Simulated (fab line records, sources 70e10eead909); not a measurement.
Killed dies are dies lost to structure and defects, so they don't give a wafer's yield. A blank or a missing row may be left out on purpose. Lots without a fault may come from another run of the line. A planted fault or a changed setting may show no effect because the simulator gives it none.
Chamber matching | flow nand_harc | NHARC_A_STAIRCASE_ETCH_236 on rie_diel-07: 4 sister chambers
The step etches the open film in C4F8/O2, target depth 100 nm, time 40.5 s. 14 wafers are shown with their chamber, then 7 later ones without.

WAFERS WITH THEIR CHAMBER
wafer  | chamber | rf_vpp_V (V) | run_length_s (s) | oes_product_au (a.u.)
L390.1 | 1       | 898          | 62.1             | 0.933
L390.3 | 2       | 896          | 61.9             | 0.934
L390.6 | 0       | 907          | 62.7             | 0.943
L393.1 | 2       | 898          | 62.3             | 0.934
L393.5 | 1       | 898          | 62.2             | 0.937
L393.6 | 0       | 905          | 62.6             | 0.950
L398.1 | 1       | 897          | 61.8             | 0.920
L398.5 | 2       | 896          | 62.5             | 0.937
L398.6 | 3       | 889          | 61.7             | 0.958
L406.2 | 3       | 887          | 61.9             | 0.950
L406.3 | 2       | 896          | 62.1             | 0.945
L406.6 | 3       | 887          | 61.9             | 0.951
L407.3 | 1       | 898          | 61.6             | 0.934
L407.5 | 2       | 895          | 61.9             | 0.943

SIGNATURES (means of the wafers above)
reading        | chamber 0 | chamber 1 | chamber 2 | chamber 3 | scatter within a chamber
rf_vpp_V       | 906.00    | 897.75    | 896.20    | 887.67    | 1.01
run_length_s   | 62.650    | 61.925    | 62.140    | 61.833    | 0.23
oes_product_au | 0.94650   | 0.93100   | 0.93860   | 0.95300   | 0.00581
Rule: a wafer's distance from a chamber is the root of the sum, over the readings, of the square of ((its reading less the chamber's mean) divided by the reading's scatter). The wafer belongs to the nearest chamber; if the next one is less than 2 further off, it can't be placed. The scatter: the root of (the sum of the squares of (reading less its chamber's mean) over the shown wafers, divided by (wafers less chambers)).

WAFERS WITHOUT THEIR CHAMBER
wafer  | rf_vpp_V (V) | run_length_s (s) | oes_product_au (a.u.)
L407.6 | 899          | 61.9             | 0.941
L408.2 | 896          | 62.0             | 0.933
L408.3 | 904          | 62.4             | 0.941
L408.5 | 906          | 62.6             | 0.934
L409.1 | 896          | 62.6             | 0.938
L409.2 | 888          | 62.0             | 0.941
L409.4 | 906          | 62.3             | 0.940

WHICH CHAMBER EACH WENT THROUGH
wafer  | from the rows above     | in truth
L407.6 | can't be placed: 1 or 2 | 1
L408.2 | can't be placed: 2 or 1 | 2
L408.3 | 0                       | 0
L408.5 | 0                       | 0
L409.1 | can't be placed: 2 or 1 | 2
L409.2 | 3                       | 3
L409.4 | 0                       | 0
Placed correctly: 4 of 7. Can't be placed from these rows: 3 (the true chamber is among the candidates in 3). Placed wrongly: 0.
